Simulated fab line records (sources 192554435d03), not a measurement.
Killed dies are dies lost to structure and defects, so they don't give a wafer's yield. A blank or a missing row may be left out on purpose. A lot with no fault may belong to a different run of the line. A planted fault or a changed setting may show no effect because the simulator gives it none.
fab line records	flow n5-finfet	part 2 of 2: steps 23 to 27 of 27
[record] lots = 5	wafers = 15	last-day = 19
route steps=1938 shown BEOL_M5@1128
lots that met no fault: from a run of the same line without faults
start-h: start of the lot's first displayed wafer, in hours after the record's first day	wait-h: time in hours since the lot's previous step	" repeats the value in the row above	L1.1+2: a single row standing in for several wafers	- no value, or no start given	* or withheld: withheld	< > ~ a bound
route shown NAME@n: NAME is a module with steps in the file, n the number in the route of the first one	usual: mean/standard deviation taken from wafers without a fault	same: alike in all rows	chamber/n: place in a boat	sites: the reading at each site	_std_site: standard deviation across them	_edge_site: inner sites' mean taken away from outer sites' mean	radius-mm: how far each site lies from the wafer's centre	mask NAME#n: copy n	behind: the last tool/chamber to shape the wafer	hold: reason for holding the lot/hours on hold/outcome of the hold	device: the n, p or np transistor that did not switch	end of line: the route-end tests of the same wafers	where a step has no rows: the recipe by itself	killed: dies lost to structure and defects at the first sort, not the wafer's yield	map: a wafer's dies, marking killed ones x, the rest . and places with no die _
set.NAME: the setting as run; set.NAME@STEP: as run at that earlier step	model.NAME: the simulator's own value behind a step, which no gauge read
a table for each step, a row for each wafer; lots at some steps of the route
services: a tool's chamber out of use, with start hour (start-h, from the record's first day; less than 0 if before it), hours out, and reason
[[steps]]
[step N5_BEOL_M5_INSPECT_30]
[recipe] mode = adi	inspect-instrument = brightfield
[usual] raw-defect-count = 426/94
lot.wafer	tool	chamber	start-h	wait-h	raw-defect-count
L076.2	defect-inspect-02	-	254.15	0.0	488
L076.3	"	-	"	"	406
L076.5	"	-	"	"	425
L082.1	defect-inspect-02	-	279.90	0.1	311
L082.2	"	-	"	"	429
L082.4	"	-	"	"	340
L086.1	defect-inspect-02	-	299.93	0.1	335
L086.4	"	-	"	"	328
L086.5	"	-	"	"	376
L091.2	defect-inspect-01	-	328.74	0.0	378
L091.5	"	-	"	"	331
L091.6	"	-	"	"	384
L079.3	defect-inspect-02	-	353.39	0.0	450
L079.4	"	-	"	"	507
L079.5	"	-	"	"	322
[step N5_BEOL_M5_DESCUM_33]
[recipe] chemistry = O2	time-s = 7	source-power-w = 50	bias-power-w = 20	pressure-mtorr = 20	rf-frequency-hz = 2.712e+07	temp-c = 40	resist = CAR-EUV	o2-flow-sccm = 225
[usual] drypump-motor-current-A = 6.0/0.55	oes-product-au = 0.79/0.074	rf-fwd-power-W = 49.35/0.24	rf-vpp-V = 243.2/1.4	showerhead-plenum-p-Torr = 2.09/0.066	throttle-valve-pct = 20.61/0.19
lot.wafer	tool	chamber	start-h	wait-h	drypump-motor-current-A	oes-product-au	rf-fwd-power-W	rf-hours-counter-h	rf-vpp-V	showerhead-plenum-p-Torr	throttle-valve-pct
L076.2	rie-diel-03	1	254.18	0.0	6.1	0.73	49.31	172	241.5	2.00	20.11
L076.3	"	0	"	"	5.5	0.71	49.83	215	243.2	2.08	20.74
L076.5	"	1	"	"	6.1	0.73	49.73	-	241.4	2.00	20.11
L082.1	rie-diel-01	1	279.94	0.0	6.3	0.74	49.53	174	242.8	2.10	20.55
L082.2	"	0	"	"	6.6	0.77	49.32	122	241.0	2.02	20.86
L082.4	"	2	"	"	6.4	0.87	49.57	46	247.1	2.21	20.60
L086.1	rie-diel-01	1	300.61	0.7	6.3	0.73	49.71	180	242.7	2.09	20.54
L086.4	"	3	"	"	6.0	0.89	49.22	42	242.2	2.04	20.54
L086.5	"	0	"	"	6.6	0.77	49.34	-	242.0	2.02	20.86
L091.2	rie-diel-01	2	328.87	0.1	6.4	0.84	49.92	61	244.8	2.20	20.62
L091.5	"	0	"	"	6.6	0.76	49.25	-	241.0	2.02	20.87
L091.6	"	1	"	"	6.2	0.73	49.43	-	241.7	2.09	20.57
L079.3	rie-diel-06	3	353.63	0.2	5.2	0.77	49.17	106	243.2	2.12	20.83
L079.4	"	1	"	"	5.2	0.89	49.50	34	243.9	2.14	20.30
L079.5	"	3	"	"	5.2	0.77	48.85	-	243.1	2.12	20.85
[step N5_BEOL_M5_ETCH_75]
[recipe] chemistry = N2/H2	target = underlayer	target-depth-a = 65	mask-material = CAR-EUV	time-s = 5.2	ion-energy-ev = 200	pressure-mtorr = 30	source-w = 840	bias-w = 150	n2-flow-sccm = 200	h2-flow-sccm = 200	ends = cleared
[usual] drypump-motor-current-A = 6.0/0.55	etch-rf-on-time-s = 5.17/0.089	oes-product-au = 0.68/0.064	rf-fwd-power-W = 819.6/2.5	rf-vpp-V = 523.8/2.6	showerhead-plenum-p-Torr = 2.54/0.084	throttle-valve-pct = 18.02/0.18
lot.wafer	tool	chamber	start-h	wait-h	drypump-motor-current-A	etch-rf-on-time-s	oes-product-au	rf-fwd-power-W	rf-hours-counter-h	rf-vpp-V	showerhead-plenum-p-Torr	throttle-valve-pct
L076.2	rie-diel-03	1	254.22	0.0	6.1	5.12	0.62	818.0	172	520.8	2.43	17.67
L076.3	"	0	"	"	5.5	5.17	0.60	819.4	215	522.2	2.51	18.12
L076.5	"	1	"	"	6.1	5.03	0.63	817.3	-	520.3	2.43	17.64
L082.1	rie-diel-01	1	279.97	0.0	6.3	5.16	0.63	817.7	174	525.9	2.53	17.90
L082.2	"	0	"	"	6.7	5.25	0.66	824.9	122	519.9	2.45	18.22
L082.4	"	2	"	"	6.4	5.02	0.73	816.0	46	527.0	2.70	18.14
L086.1	rie-diel-01	1	300.64	0.0	6.3	5.22	0.62	815.8	180	525.6	2.53	17.94
L086.4	"	3	"	"	6.0	5.03	0.77	821.9	42	524.6	2.47	17.86
L086.5	"	0	"	"	6.6	5.25	0.65	815.3	-	521.5	2.45	18.19
L091.2	rie-diel-01	2	328.91	0.0	6.4	4.95	0.73	818.3	61	525.5	2.69	18.18
L091.5	"	0	"	"	6.6	5.23	0.65	817.8	-	520.6	2.44	18.22
L091.6	"	1	"	"	6.3	5.17	0.61	821.8	-	522.3	2.52	17.93
L079.3	rie-diel-06	3	353.67	0.0	5.2	5.27	0.65	814.1	106	528.1	2.56	18.21
L079.4	"	1	"	"	5.2	5.23	0.74	820.4	34	525.7	2.59	17.69
L079.5	"	3	"	"	5.2	5.28	0.64	820.6	-	524.5	2.56	18.21
[step N5_BEOL_M5_ETCH_67]
[recipe] chemistry = CF4	target = SiARC	target-depth-a = 156	mask-material = CAR-EUV	time-s = 26	ion-energy-ev = 80	pressure-mtorr = 40	source-w = 545	bias-w = 36	Ar_flow_sccm = 100	cf4-flow-sccm = 100	ends = cleared
[usual] drypump-motor-current-A = 6.0/0.55	etch-rf-on-time-s = 25.9/0.44	oes-product-au = 0.68/0.063	rf-fwd-power-W = 532.0/2.3	rf-vpp-V = 184.2/1.1	showerhead-plenum-p-Torr = 2.14/0.067	throttle-valve-pct = 15.74/0.18
lot.wafer	tool	chamber	start-h	wait-h	drypump-motor-current-A	etch-rf-on-time-s	oes-product-au	rf-fwd-power-W	rf-hours-counter-h	rf-vpp-V	showerhead-plenum-p-Torr	throttle-valve-pct
L076.2	rie-diel-03	1	254.23	0.0	6.1	25.3	0.63	536.8	172	183.6	2.05	15.32
L076.3	"	0	"	"	5.5	26.0	0.61	533.4	215	183.8	2.12	15.93
L076.5	"	1	"	"	6.1	25.5	0.62	535.3	-	181.8	2.05	15.31
L082.1	rie-diel-01	1	279.99	0.0	6.3	26.1	0.62	533.9	174	184.1	2.13	15.68
L082.2	"	0	"	"	6.6	26.3	0.64	531.5	122	182.8	2.07	15.96
L082.4	"	2	"	"	6.4	24.7	0.75	533.1	46	184.9	2.27	15.80
L086.1	rie-diel-01	1	300.66	0.0	6.3	26.5	0.62	530.4	180	183.7	2.13	15.67
L086.4	"	3	"	"	6.0	25.7	0.76	530.9	42	185.0	2.09	15.64
L086.5	"	0	"	"	6.6	26.8	0.64	532.2	-	182.2	2.07	15.98
L091.2	rie-diel-01	2	328.92	0.0	6.4	25.4	0.72	533.6	61	184.9	2.26	15.83
L091.5	"	0	"	"	6.6	26.5	0.65	529.0	-	183.5	2.06	16.00
L091.6	"	1	"	"	6.3	26.1	0.62	530.7	-	183.1	2.13	15.70
L079.3	rie-diel-06	3	353.68	0.0	5.2	25.9	0.66	532.2	106	184.1	2.15	15.87
L079.4	"	1	"	"	5.2	25.5	0.76	528.4	34	184.1	2.17	15.40
L079.5	"	3	"	"	5.2	25.8	0.66	532.6	-	184.7	2.15	15.85
[step N5_BEOL_M5_ETCH_68]
[recipe] chemistry = N2/H2	target = SOC	target-depth-a = 800	overetch-a = 160	mask-material = SiARC	temp-c = 40	time-s = 120	ion-energy-ev = 200	pressure-mtorr = 30	source-w = 840	bias-w = 150	n2-flow-sccm = 200	h2-flow-sccm = 200
[usual] drypump-motor-current-A = 6.0/0.55	oes-product-au = 0.60/0.052	rf-fwd-power-W = 835.1/2.9	rf-vpp-V = 523.8/2.4	showerhead-plenum-p-Torr = 2.54/0.084	throttle-valve-pct = 17.97/0.18
lot.wafer	tool	chamber	start-h	wait-h	drypump-motor-current-A	oes-product-au	rf-fwd-power-W	rf-hours-counter-h	rf-vpp-V	showerhead-plenum-p-Torr	throttle-valve-pct
L076.2	rie-diel-03	1	254.26	0.0	6.1	0.55	834.2	172	519.9	2.43	17.61
L076.3	"	0	"	"	5.5	0.54	840.7	215	522.6	2.51	18.06
L076.5	"	1	"	"	6.1	0.56	832.7	-	521.4	2.43	17.62
L082.1	rie-diel-01	1	280.02	0.0	6.3	0.57	837.4	174	523.3	2.53	17.87
L082.2	"	0	"	"	6.6	0.59	835.4	122	520.3	2.45	18.14
L082.4	"	2	"	"	6.4	0.64	836.1	46	528.3	2.70	18.09
L086.1	rie-diel-01	1	300.69	0.0	6.3	0.57	837.7	180	523.5	2.53	17.86
L086.4	"	3	"	"	6.0	0.67	835.6	42	522.3	2.47	17.85
L086.5	"	0	"	"	6.6	0.59	833.4	-	522.3	2.44	18.18
L091.2	rie-diel-01	2	328.95	0.0	6.4	0.63	835.8	61	527.9	2.69	18.12
L091.5	"	0	"	"	6.6	0.58	833.9	-	521.0	2.44	18.17
L091.6	"	1	"	"	6.3	0.55	835.1	-	523.1	2.52	17.89
L079.3	rie-diel-06	3	353.71	0.0	5.2	0.59	827.9	106	524.8	2.56	18.16
L079.4	"	1	"	"	5.2	0.67	835.5	34	525.8	2.59	17.63
L079.5	"	3	"	"	5.2	0.59	829.4	-	525.6	2.56	18.17
[[services]]
tool	chamber	start-h	hours	kind
rie-diel-01	2	247.05	9.9	repair
euv-scanner-02	-	250.77	1.0	pm
euv-scanner-01	-	273.28	1.0	pm
litho-track-04	-	275.06	-	consumable-replace:filter
euv-scanner-01	-	275.82	5.8	pm
rie-metal-01	-	279.51	0.5	repair
rie-diel-06	3	281.08	5.0	repair
litho-track-05	-	281.34	-	consumable-replace:filter
rie-diel-06	1	284.55	4.9	repair
litho-track-04	-	288.46	-	consumable-replace:filter
rie-diel-06	0	289.47	-	clean
rie-diel-06	0	289.47	-	consumable-replace:focus-ring
rie-diel-06	0	289.47	12.7	scheduled-down
rie-diel-06	0	289.47	12.7	vent-cycle
euv-scanner-02	-	289.88	1.2	repair
rie-diel-03	-	293.56	16.0	repair
rie-metal-01	1	294.19	6.5	repair
euv-scanner-01	-	305.28	0.5	repair
euv-scanner-02	-	306.92	1.0	pm
euv-scanner-01	-	317.05	4.6	pm
euv-scanner-02	-	321.65	5.8	pm
euv-scanner-01	-	329.43	1.0	pm
euv-scanner-02	-	336.77	4.6	pm
euv-scanner-01	-	351.75	1.0	repair
